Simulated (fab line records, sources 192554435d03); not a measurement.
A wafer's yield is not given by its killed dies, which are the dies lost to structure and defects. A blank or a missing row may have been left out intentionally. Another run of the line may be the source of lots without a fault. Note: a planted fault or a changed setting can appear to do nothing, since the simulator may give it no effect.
Matching of chambers ; flow n5-finfet ; ald-metal-02 running N5_BEOL_M6_ALD_77: 4 sister chambers
The step deposits TaN, target thk 2 nm, pulse time 2 s, purge time 3 s. 24 wafers are shown with their chamber, then 12 later ones without.

## EACH WAFER AND ITS CHAMBER
wafer;chamber;heater-power-w (W)
L076.2;1;497
L076.3;2;485
L076.4;3;432
L075.3;1;501
L075.4;0;453
L075.5;3;435
L078.1;1;490
L078.2;0;458
L078.4;2;489
L080.1;0;469
L080.2;1;498
L080.5;1;480
L081.2;3;437
L081.3;0;459
L081.6;1;500
L083.3;2;488
L083.5;0;453
L083.6;1;502
L089.3;0;454
L089.5;0;449
L089.6;1;497
L088.1;2;486
L088.2;1;486
L088.5;0;454

SIGNATURES (means of the wafers above)
reading;chamber 0;chamber 1;chamber 2;chamber 3;scatter within a chamber
heater-power-w;456.12;494.56;487.00;434.67;6.07
Rule: for a wafer and a chamber, the distance is found by dividing, reading by reading, the gap between the wafer's reading and the chamber's mean by the reading's scatter, squaring, summing and taking the root. If the next closest chamber is less than 2 further off than the closest, the wafer can't be placed; otherwise it belongs to the closest. The scatter is the square root of a quotient: the sum, over the shown wafers, of each reading's squared deviation from its chamber's mean, divided by wafers minus chambers.

## WAFERS WHOSE CHAMBER IS MISSING
wafer;heater-power-w (W)
L092.1;493
L092.4;453
L092.6;443
L094.3;456
L094.4;476
L094.6;488
L097.3;495
L097.4;428
L097.6;504
L096.1;488
L096.2;491
L096.4;427

## CHAMBER TAKEN BY EACH
wafer;from the rows above;in truth
L092.1;can't be placed: 1 or 2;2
L092.4;0;0
L092.6;can't be placed: 3 or 0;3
L094.3;0;0
L094.4;can't be placed: 2 or 1 or 0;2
L094.6;can't be placed: 2 or 1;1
L097.3;can't be placed: 1 or 2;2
L097.4;3;3
L097.6;can't be placed: 1 or 2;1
L096.1;can't be placed: 2 or 1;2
L096.2;can't be placed: 1 or 2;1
L096.4;3;3
Correct placement for 4 of the 12. From these rows, 8 cannot be placed; in 8 the true chamber is one of the candidates. Number placed wrongly: 0.
